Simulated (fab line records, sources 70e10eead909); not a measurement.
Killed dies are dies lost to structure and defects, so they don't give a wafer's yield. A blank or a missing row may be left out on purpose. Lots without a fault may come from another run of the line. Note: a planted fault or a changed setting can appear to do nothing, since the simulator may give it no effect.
A lot that was struck, set against a sound lot || flow nand-harc || 15 out of 1302 route steps
Sound: wafers L794.1, L794.3, L794.4. Struck: wafers L800.1, L800.4. Last of all comes the cause.
At each step with rows: each side's tool, then ch and its chambers, then its first start. Under that, the readings that differ: sound wafers || struck wafers || difference of the means || sigmas: that difference in standard deviations of wafers without a fault.
alike: readings whose means differ by less than 2 such deviations, and words and numbers that are the same on both sides. not compared: withheld readings, readings that some wafer has no value for, bounds like >300 that may hide the same value, and numbers for which the record gives no deviation and whose values overlap.
Wherever a step has rows on one side only, a row that says differs or no value, or a row with sigmas, the two part there. Numbers that have no deviation but don't overlap get no sigmas and don't part them. Lack of a reading on every wafer of one side parts them only where that side has two or more wafers.

NHARC_A_DECK1_JOINT_ETCHBACK_07: etches the open film in HBr, target depth 105 nm, time 26.9 s.
  sound on rie-si-03 ch 0,2,3, day 10 18:52; struck on rie-si-05 ch 0,3, day 13 10:40
{"reading": "rf-hours-counter-h (h)", "sound": "0.0 0.0 0.0", "struck": "0.9 1.0", "difference": "+0.9", "sigmas": ""}
  alike: drypump-motor-current-A, oes-product-au, throttle-valve-pct
then, 8 steps without rows for these wafers: NHARC_A_DECK1_JOINT_ETCH_25 (etches SiO2 in dHF, target depth 0.5 nm); NHARC_A_DECK1_JOINT_ETCH_19 (etches poly-Si in TMAH, target depth 3 nm); NHARC_A_DECK1_JOINT_ETCH_18 (etches SiO2 in dHF, target depth 3 nm); NHARC_A_DECK1_JOINT_WET_08 (chemistry H3PO4, time 86 s); NHARC_A_DECK1_JOINT_ETCH_09 (etches SiO2 in dHF, target depth 5 nm); NHARC_A_DECK1_JOINT_WET_10 (chemistry H3PO4, time 86 s); NHARC_A_DECK1_JOINT_ETCH_11 (etches SiO2 in dHF, target depth 35 nm); NHARC_A_DECK1_JOINT_CVD_12 (deposits poly-Si, target thk 90 nm, time 1800 s).
NHARC_A_DECK1_JOINT_CMP_13: polishes, target thk 51.023 nm.
  sound on cmp-01 ch 0,1,3, day 11 05:01; struck on cmp-02 ch 0,3, day 13 21:02
{"reading": "time-to-endpoint-s (s)", "sound": "14.8 13.0 13.0", "struck": "10.1 6.2", "difference": -5.4, "sigmas": -2}
  alike: motor-current-A
NHARC_A_DECK1_JOINT_THK_MEAS_14: measures by ellipsometry.
  sound: film-metro-02 at day 11 05:16; struck: film-metro-02 at day 13 21:15
  alike: thk-nm
then, 1 step without rows for these wafers: NHARC_A_DECK1_JOINT_SRD_04.
NHARC_A_DECK1_JOINT_ETCHBACK_00: etches the open film in HBr, target depth 30 nm, time 17.4 s.
  sound on rie-si-05 ch 0,3, day 11 05:24; struck on rie-si-04 ch 0,1, day 13 21:25
{"reading": "oes-product-au (a.u.)", "sound": "1.001 0.973 0.991", "struck": "0.840 0.836", "difference": -0.150, "sigmas": -14}
  alike: drypump-motor-current-A, throttle-valve-pct
  not compared: rf-hours-counter-h
then, 1 step without rows for these wafers: NHARC_A_DECK1_JOINT_PRECLEAN_30 (cleans in SC1).
-- record jumps: 13 days between struck wafers' starts before vs after; left off in module A_DECK1_JOINT, resumes in module END, first step shown is number 1302 of the route --
NHARC_END_SORT_01:
  sound on prober-01 ch 0, day 23 23:53; struck on prober-01 ch 0, day 27 03:03
{"reading": "killed-at-array", "sound": "38 34 46", "struck": "82 84", "difference": "+44", "sigmas": "+2"}
{"reading": "killed-dies", "sound": "39 38 49", "struck": "84 87", "difference": "+44", "sigmas": "+2"}
  alike: killed-at-other, killed-at-periphery, killed-open, killed-short

WHERE THEY PART
At NHARC_A_DECK1_JOINT_CMP_13 first; at NHARC_END_SORT_01 last (within this record only).

WHY: what had been put in by the simulator
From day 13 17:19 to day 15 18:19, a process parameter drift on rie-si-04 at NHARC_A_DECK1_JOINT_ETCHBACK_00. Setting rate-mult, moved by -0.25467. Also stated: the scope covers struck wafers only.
